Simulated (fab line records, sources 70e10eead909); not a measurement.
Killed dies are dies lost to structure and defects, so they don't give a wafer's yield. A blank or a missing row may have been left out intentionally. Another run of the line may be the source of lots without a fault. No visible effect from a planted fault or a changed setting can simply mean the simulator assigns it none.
fab line records	flow nand-harc
record: lots: 11	wafers: 33	last-day: 25
route steps=1159 shown P_M2@342 A_M1@1044 THIN_TSV@1119 END@1159
lots untouched by any fault: they come from a run of this same line in which no faults occurred
start-h: hours from the record's first day to the start of the lot's first wafer shown	wait-h: hours elapsed since this lot's preceding step	" repeats the value in the row above	L1.1+2: one row covering several wafers at once	- either no value or no given start	* or withheld: withheld	< > ~ a bound
route shown NAME@n: NAME is a module with steps in the file, n the number in the route of the first one	usual: mean/standard deviation taken from wafers without a fault	same: alike in all rows	chamber/n: place in a boat	sites: readings site by site	_std_site: their standard deviation	_edge_site: inner sites' mean taken away from outer sites' mean	radius-mm: for every site, how far away it sits from the centre of the wafer	mask NAME#n: copy n	behind: the most recent tool/chamber to have shaped the wafer	hold: why the lot was held/for how many hours/how that ended	device: transistor that didn't switch, given as n, p or np	end of line: the tests these same wafers got at the end of their route	a step without rows: its recipe alone	killed: dies lost to structure and defects at the first sort, not the wafer's yield	map: a wafer's dies, x killed, . not, _ none there
set.NAME: the setting the step ran with; set.NAME@STEP: the setting that earlier step ran with	model.NAME: the simulator's own value behind a step, which no gauge read
steps of the route over a sample of lots; a table a step, a row a wafer
services: the hour from which a tool's chamber was out of use, counted from the record's first day as start-h (under 0 if before that day), plus the number of hours and why
== steps ==
step: NHARC_P_M2_ECD_22
recipe: target-thk-a: 4000	bath-temp-c: 25	material: Cu
lot.wafer	tool	chamber	start-h	wait-h
L353.1+2+6	ecd-cu-01	0,1,0	126.27	-
L354.2+4+5	ecd-cu-02	0,1,1	130.72	-
L356.2+4+6	ecd-cu-01	0,1,0	143.32	-
L355.1+3+6	ecd-cu-01	1,0,0	146.33	-
L357.1+2+4	ecd-cu-02	1,0,1	147.30	-
L358.1+3+6	ecd-cu-02	1,1,0	161.03	-
L362.2+4+3	ecd-cu-01	1,1,0	186.18	-
L365.1+2+4	ecd-cu-01	0,1,0	204.48	-
L367.1+3+4	ecd-cu-02	1,0,1	216.77	-
L375.1+6+5	ecd-cu-02	1,1,0	254.02	-
L376.2+4+5	ecd-cu-01	0,1,1	267.42	-
step: NHARC_A_M1_ETCH_28
recipe: target-depth-a: 300	over-etch-frac: 0.3	time-s: 72.99	ion-energy-ev: 150	cf4-flow-sccm: 50	n2-flow-sccm: 100	ar-flow-sccm: 150	rf-w: 300	bias-w: 100	chemistry: CF4/N2
usual: drypump-motor-current-A: 5.9/0.43	mfc-ar-sccm: 150.0/0.43	oes-product-au: 1.001/0.012	rf-vpp-V: 313.8/2	showerhead-plenum-p-Torr: 2.60/0.11	throttle-valve-pct: 19.795/0.0091
same: over-etch-frac: 0.3
lot.wafer	tool	chamber	start-h	wait-h	drypump-motor-current-A	mfc-ar-sccm	oes-product-au	rf-hours-counter-h	rf-vpp-V	showerhead-plenum-p-Torr	throttle-valve-pct
L353.1	rie-diel-11	1	-	-	5.9	150.1	1.003	4	315.3	2.68	19.803
L353.2	"	2	"	"	5.5	150.4	0.996	4	312.7	2.49	19.808
L353.6	"	1	"	"	5.9	150.0	1.004	-	316.0	2.68	19.790
L354.4	rie-diel-08	3	-	-	5.1	150.0	1.001	3	314.8	2.62	19.791
L354.2	"	2	"	"	5.4	150.2	1.002	3	312.8	2.48	19.788
L354.5	"	0	"	"	6.2	149.1	0.983	-	317.7	2.81	19.789
L355.1	rie-diel-08	3	-	-	5.2	149.7	1.001	3	314.0	2.62	19.809
L355.3	"	0	"	"	6.1	149.5	0.989	3	316.2	2.82	19.784
L355.6	"	1	"	"	6.8	150.0	0.997	-	312.7	2.58	19.790
L356.2	rie-diel-07	0	-	-	5.6	150.3	0.973	0	315.5	2.62	19.799
L356.4	"	3	"	"	6.3	150.5	1.021	0	311.6	2.45	19.786
L356.6	"	1	"	"	6.0	149.8	0.998	-	312.2	2.52	19.796
L357.1	rie-diel-11	3	-	-	5.6	150.8	1.010	5	317.6	2.75	19.794
L357.2	"	0	"	"	5.8	150.4	1.019	5	313.8	2.53	19.807
L357.4	"	2	"	"	5.6	150.3	1.004	5	311.8	2.49	19.787
L358.3	rie-diel-08	1	-	-	6.9	150.5	1.001	4	313.6	2.58	19.782
L358.1	"	2	"	"	5.4	150.7	0.995	3	311.8	2.48	19.793
L358.6	"	2	"	"	5.3	150.4	0.993	-	311.2	2.48	19.801
L362.2	rie-diel-07	2	-	-	6.1	150.5	1.001	5	311.3	2.64	19.791
L362.3	"	0	"	"	5.6	150.0	0.986	6	313.5	2.61	19.790
L362.4	"	1	"	"	6.0	150.5	0.989	5	312.2	2.52	19.791
L365.1	rie-diel-11	1	-	-	5.8	150.3	1.011	11	316.5	2.67	19.781
L365.2	"	2	"	"	5.5	149.9	1.009	10	310.8	2.49	19.789
L365.4	"	3	"	"	5.6	149.3	1.003	9	316.5	2.75	19.810
L367.3	rie-diel-08	3	-	-	5.1	150.1	0.998	1	312.6	2.62	19.801
L367.1	"	0	"	"	6.2	149.4	0.985	1	315.9	2.81	19.786
L367.4	"	2	"	"	5.4	149.5	1.010	1	311.2	2.48	19.794
L375.1	rie-diel-11	2	-	-	5.5	149.4	1.009	11	310.6	2.49	19.798
L375.5	"	1	"	"	5.9	150.6	1.034	-	316.3	2.67	19.793
L375.6	"	2	"	"	5.6	149.5	1.021	-	312.0	2.49	19.798
L376.2	rie-diel-08	1	-	-	6.8	149.4	0.996	2	314.4	2.58	19.800
L376.4	"	2	"	"	5.4	149.8	1.008	2	311.7	2.48	19.803
L376.5	"	3	"	"	5.1	149.6	1.000	-	314.6	2.62	19.796
step: NHARC_A_M1_PVD_20
recipe: target-thk-a: 50	bias-v: 168.6	power-w: 15000	chamber-pressure-pa: 0.12	time-s: 8.06	substrate-temp-c: 50	material: TaN
usual: cathode-dc-power-W: 15000/2.7	throttle-valve-pct: 30.1/0.77
lot.wafer	tool	chamber	start-h	wait-h	cathode-dc-power-W	throttle-valve-pct
L353.1	pvd-sputter-03	-	-	-	14999	29.2
L353.2	"	-	"	"	14997	30.0
L353.6	"	-	"	"	14998	29.0
L354.2	pvd-sputter-02	-	-	-	15000	30.2
L354.4	"	-	"	"	15003	28.2
L354.5	"	-	"	"	14996	29.9
L355.1	pvd-sputter-01	-	-	-	15000	29.0
L355.3	"	-	"	"	15005	30.2
L355.6	"	-	"	"	14997	28.9
L356.4	pvd-sputter-02	-	-	-	14999	31.0
L356.2	"	-	"	"	14996	28.3
L356.6	"	-	"	"	15000	31.3
L357.1	pvd-sputter-01	-	-	-	15003	30.8
L357.4	"	-	"	"	14999	30.3
L357.2	"	-	"	"	14998	30.3
L358.1	pvd-sputter-01	-	-	-	15004	30.2
L358.3	"	-	"	"	15001	30.4
L358.6	"	-	"	"	15002	29.1
L362.4	pvd-sputter-01	-	-	-	14998	29.3
L362.2	"	-	"	"	15005	30.3
L362.3	"	-	"	"	15004	30.4
L365.4	pvd-sputter-02	-	-	-	14995	30.5
L365.2	"	-	"	"	14998	31.1
L365.1	"	-	"	"	15001	28.3
L367.4	pvd-sputter-03	-	-	-	14999	30.5
L367.3	"	-	"	"	15001	29.9
L367.1	"	-	"	"	15002	31.3
L375.1	pvd-sputter-01	-	-	-	14999	29.2
L375.5	"	-	"	"	14997	30.5
L375.6	"	-	"	"	15000	30.3
L376.4	pvd-sputter-03	-	-	-	14998	29.8
L376.2	"	-	"	"	15001	29.3
L376.5	"	-	"	"	15000	31.1
step: NHARC_THIN_TSV_ETCH_44
recipe: target-depth-a: 15942	time-s: 797.1	cf4-flow-sccm: 150	o2-flow-sccm: 10	ar-flow-sccm: 0	rf-w: 300	bias-w: 800	chemistry: CF4/O2
usual: drypump-motor-current-A: 5.8/0.3	mfc-ar-sccm: 0.006/0.0087	o2-flow-sccm: 10.00/0.032	oes-product-au: 0.993/0.015	rf-vpp-V: 796/3.8	showerhead-plenum-p-Torr: 1.85/0.059	throttle-valve-pct: 16.916/0.0091
lot.wafer	tool	chamber	start-h	wait-h	drypump-motor-current-A	mfc-ar-sccm	o2-flow-sccm	oes-product-au	rf-hours-counter-h	rf-vpp-V	showerhead-plenum-p-Torr	throttle-valve-pct
L354.4	rie-diel-12	3	438.78	0.1	5.1	0	10.03	0.976	4	786	1.71	16.917
L354.2	"	2	"	"	5.5	0.012	10.01	0.971	4	792	1.78	16.907
L354.5	"	0	"	"	5.9	0.024	9.96	0.988	-	795	1.84	16.908
L355.3	rie-diel-12	3	440.50	0.1	5.1	0	9.99	0.975	5	786	1.71	16.924
L355.1	"	0	"	"	5.9	0.024	9.98	0.989	4	795	1.84	16.917
L355.6	"	0	"	"	6.0	0.024	10.02	0.992	-	795	1.84	16.898
L353.2	rie-diel-02	3	442.15	0.1	5.8	0	10.02	1.020	10	795	1.84	16.907
L353.1	"	0	"	"	5.9	0	10.00	1.014	10	800	1.92	16.909
L353.6	"	0	"	"	5.9	0	9.98	1.006	-	800	1.92	16.911
L356.2	rie-diel-01	2	444.63	0.1	6.0	0	10.00	0.985	8	801	1.93	16.909
L356.4	"	1	"	"	5.4	0	9.99	0.990	6	797	1.87	16.904
L356.6	"	2	"	"	6.1	0	10.02	0.998	-	802	1.93	16.925
L357.2	rie-diel-02	1	452.10	0.1	6.5	0.020	10.01	0.987	11	792	1.78	16.923
L357.1	"	2	"	"	5.9	0	9.99	0.993	11	802	1.94	16.918
L357.4	"	3	"	"	5.8	0	10.02	1.026	11	794	1.84	16.935
L358.1	rie-diel-02	3	457.16	0.1	5.8	0	9.97	1.027	12	795	1.84	16.929
L358.3	"	0	"	"	5.8	0	10.00	1.025	13	801	1.92	16.907
L358.6	"	3	"	"	5.8	0	9.96	1.037	-	794	1.84	16.919
L362.3	rie-diel-01	1	503.38	0.1	5.4	0	9.99	0.955	0	796	1.87	16.920
L362.2	"	0	"	"	6.1	0	10.00	1.000	0	799	1.91	16.910
L362.4	"	0	"	"	6.1	0	10.01	1.009	-	798	1.91	16.920
L365.4	rie-diel-12	0	533.63	0.1	5.9	0.024	9.98	0.992	9	796	1.84	16.910
L365.1	"	1	"	"	5.7	0.009	10.03	1.015	8	794	1.83	16.911
L365.2	"	3	"	"	5.1	0	9.97	0.975	10	786	1.71	16.917
L367.3	rie-diel-02	1	535.01	0.1	6.5	0.020	10.04	0.998	3	791	1.78	16.898
L367.1	"	2	"	"	5.9	0	10.01	1.006	3	801	1.94	16.914
L367.4	"	3	"	"	5.8	0	10.04	0.998	4	794	1.84	16.923
L375.1	rie-diel-01	2	553.38	0.1	6.0	0	9.98	0.989	4	800	1.93	16.917
L375.5	"	1	"	"	5.4	0	9.99	0.971	-	797	1.87	16.906
L375.6	"	2	"	"	6.0	0	10.03	0.979	-	799	1.93	16.906
L376.2	rie-diel-12	0	566.93	0.1	5.9	0.024	9.98	0.992	0	794	1.84	16.913
L376.4	"	0	"	"	5.9	0.024	10.00	0.980	-	795	1.84	16.930
L376.5	"	2	"	"	5.5	0.012	9.97	0.993	-	791	1.78	16.912
step: NHARC_END_SORT_01
recipe: temp-c: 25
usual: defect-limited-yield: 95.8/1.3	killed-at-array: 24/8.7	killed-at-other: 0.8/1.2	killed-at-periphery: 3.6/2.3	killed-dies: 28/8.9	killed-open: 3.2/1.9	killed-short: 2.0/1.6	sort_bin_2_pct: 1.3/0.57	sort_bin_3_pct: 0.22/0.19	sort_bin_4_pct: 2.7/0.89	sort-n-pass: 649/8.9	sort-rim-yield-pct: 95/3.1	sort-yield-pct: 95.8/1.3
same: gross-dies: 677	sort_bin_5_pct[%]: 0	sort_bin_6_pct[%]: 0	sort_bin_7_pct[%]: 0	sort_bin_8_pct[%]: 0	sort-rim-n-gross: 106.00
lot.wafer	tool	chamber	start-h	wait-h	defect-limited-yield[%]	killed-at-array	killed-at-other	killed-at-periphery	killed-dies	killed-open	killed-short	sort_bin_2_pct[%]	sort_bin_3_pct[%]	sort_bin_4_pct[%]	sort-n-pass	sort-rim-yield-pct[%]	sort-yield-pct[%]
L362.2	prober-02	0	518.97	2.8	94.5	27	4	6	37	5	3	1.5	0.44	3.5	640	97	94.5
L362.3	prober-02	0	519.78	3.1	51.7	15	2	310	327	5	1	16.7	1.48	30.1	350	46	51.7
L362.4	prober-02	0	520.59	3.4	94.2	29	3	7	39	2	2	2.1	0	3.7	638	94	94.2
L365.1	prober-02	0	553.94	2.5	49.6	22	2	317	341	2	4	19.8	3.99	26.6	336	50	49.6
L365.2	prober-02	0	554.76	2.8	93.9	29	2	10	41	6	3	2.7	0.15	3.2	636	97	93.9
L365.4	prober-02	0	556.40	3.4	49.8	16	1	323	340	2	1	17.6	4.58	28.1	337	48	49.8
killed by level:class
L362.2 A_SLIT:chamber-film-flake=15 A_CONTACT:chamber-film-flake=4 THIN_TSV:chamber-film-flake=4 A_CHANNEL_HOLE_D1:chamber-film-flake=3 P_STI:geometric-particle:short=1 P_CONTACT:geometric-particle:open=1 P_M0:geometric-particle:short=1 P_M1:geometric-particle:open=1
L362.3 P_M2:unspecified=307 A_SLIT:chamber-film-flake=7 A_CONTACT:chamber-film-flake=3 A_BLC:geometric-particle:open=2 A_CHANNEL_HOLE_D1:chamber-film-flake=2 P_M0:geometric-particle:short=1 P_M2:geometric-particle:open=1 A_CHANNEL_FILL_D1:geometric-particle:open=1
L362.4 A_SLIT:chamber-film-flake=12 A_CHANNEL_HOLE_D1:chamber-film-flake=8 A_CONTACT:chamber-film-flake=4 P_GATE:chamber-film-flake=3 THIN_TSV:chamber-film-flake=3 P_STI:chamber-film-flake=2 A_WL_FILL:chamber-film-flake=2 P_M0:geometric-particle:open=1
L365.1 P_M2:unspecified=314 A_CHANNEL_HOLE_D1:chamber-film-flake=10 A_CONTACT:chamber-film-flake=5 A_CHANNEL_FILL_D1:geometric-particle:short=3 P_M1:chamber-film-flake=2 THIN_TSV:chamber-film-flake=2 A_CHANNEL_FILL_D1:geometric-particle:open=1 A_WL_FILL:geometric-particle:open=1
L365.2 A_CHANNEL_HOLE_D1:chamber-film-flake=10 P_M1:chamber-film-flake=6 A_CONTACT:chamber-film-flake=5 A_M0:chamber-film-flake=4 A_CONTACT:geometric-particle:open=3 THIN_TSV:chamber-film-flake=2 P_M0:geometric-particle:short=1 P_M0:geometric-particle:open=1
L365.4 P_M2:unspecified=318 A_CHANNEL_HOLE_D1:chamber-film-flake=12 P_M1:chamber-film-flake=3 A_CONTACT:chamber-film-flake=2 P_M1:geometric-particle:open=1 P_BONDPAD:geometric-particle:open=1 A_CHANNEL_FILL_D1:geometric-particle:short=1 THIN_TSV:chamber-film-flake=1
== services ==
tool	chamber	start-h	hours	kind
rie-diel-02	3	102.63	5.1	repair
pvd-sputter-01	-	118.21	63.5	repair
ecd-cu-01	-	118.66	0.8	repair
rie-diel-08	-	124.85	9.0	pm
rie-diel-12	-	144.09	0.6	repair
rie-diel-02	-	150.78	9.0	pm
ecd-cu-02	-	180.08	8.0	pm
pvd-sputter-01	-	181.74	10.0	pm
rie-diel-11	-	189.50	9.0	pm
pvd-sputter-01	-	199.24	6.4	repair
rie-diel-12	-	202.41	9.0	pm
rie-diel-11	-	203.96	0.5	repair
rie-diel-11	3	208.09	6.0	repair
ecd-cu-01	-	272.03	8.0	pm
rie-diel-08	-	301.85	9.0	pm
ecd-cu-02	-	356.58	8.0	pm
pvd-sputter-01	-	359.74	10.0	pm
rie-diel-08	0	408.98	2.5	repair
ecd-cu-01	-	448.25	8.0	pm
rie-diel-08	-	478.85	9.0	pm
ecd-cu-01	-	494.59	1.6	repair
ecd-cu-02	-	532.58	8.0	pm
pvd-sputter-01	-	537.83	10.0	pm
pvd-sputter-01	-	550.11	3.2	repair
== key ==
first-sign: step: NHARC_END_SORT_01	reading: killed-at-periphery	direction: up	sigmas: 99+	usual: 3.6	struck: 316.7
effect: step: NHARC_END_SORT_01	reading: killed-dies	direction: up	sigmas: 35	usual: 28	struck: 336
more-kills-born-at: NHARC_P_M2_ECD_22@ecd-cu-01: 939
met-at NHARC_P_M2_ECD_22
struck-lots L362,L365
struck-wafers L362.3,L365.1,L365.4
not-acting-at NHARC_A_M1_ETCH_28,NHARC_A_M1_PVD_20,NHARC_THIN_TSV_ETCH_44
onset-between 146.33 186.18
fault: kind: chamber-particle-source	tool: ecd-cu-01	chamber: 0	onset-h: 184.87	steps: NHARC_P_M2_ECD_22	rate-per-visit-cm2: 0.6713	end-h: 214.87
